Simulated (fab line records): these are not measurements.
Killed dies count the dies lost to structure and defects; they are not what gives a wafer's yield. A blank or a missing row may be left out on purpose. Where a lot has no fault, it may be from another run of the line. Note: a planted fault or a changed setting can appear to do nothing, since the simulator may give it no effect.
Chamber matching ; flow nandHarc ; aldHk-03 running NHARC_A_CHANNEL_FILL_D1_ALD_25: 4 sister chambers
The step deposits SiOx, target thk 60 nm, pulse time 10 s, ald cycles 600. 14 wafers are shown with their chamber, then 7 later ones without.

## WAFERS PAIRED WITH THEIR CHAMBERS
wafer;chamber;heaterPowerW (W);heaterPowerOuterW (W);precursorPulseHeightRel
L076.4;3;465;292;0.993
L076.5;0;523;257;0.984
L076.6;3;465;290;1.007
L082.1;1;426;228;0.972
L082.4;0;496;260;1.002
L082.6;3;464;284;1.004
L084.1;2;499;270;1.038
L084.5;0;509;259;1.013
L084.6;1;416;220;1.002
L086.4;3;462;288;1.034
L086.3;2;495;274;0.989
L086.6;0;519;257;1.016
L088.2;0;504;266;0.982
L088.5;0;508;259;0.998

SIGNATURES (means of the wafers above)
reading;chamber 0;chamber 1;chamber 2;chamber 3;scatter within a chamber
heaterPowerW;509.83;421.00;497.00;464.00;7.42
heaterPowerOuterW;259.67;224.00;272.00;288.50;3.61
precursorPulseHeightRel;0.99917;0.98700;1.01350;1.00950;0.0189
Rule: for a wafer and a chamber, the distance is found by dividing, reading by reading, the gap between the wafer's reading and the chamber's mean by the reading's scatter, squaring, summing and taking the root. The wafer belongs to the nearest chamber; if the next one is less than 2 further off, it can't be placed. The scatter: the root of (the sum of the squares of (reading less its chamber's mean) over the shown wafers, divided by (wafers less chambers)).

## WAFERS MISSING THEIR CHAMBER
wafer;heaterPowerW (W);heaterPowerOuterW (W);precursorPulseHeightRel
L088.6;435;231;0.985
L094.1;427;233;0.954
L094.3;526;274;0.976
L094.4;461;293;0.990
L096.2;490;272;1.000
L096.5;495;273;0.976
L096.6;436;225;0.968

## THE CHAMBER EACH PASSED THROUGH
wafer;from the rows above;in truth
L088.6;1;1
L094.1;1;1
L094.3;can't be placed: 2 or 0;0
L094.4;3;3
L096.2;2;2
L096.5;2;2
L096.6;1;1
Placed correctly: 6 of 7. From these rows, 1 cannot be placed; in 1 the true chamber is one of the candidates. 0 placed wrongly.
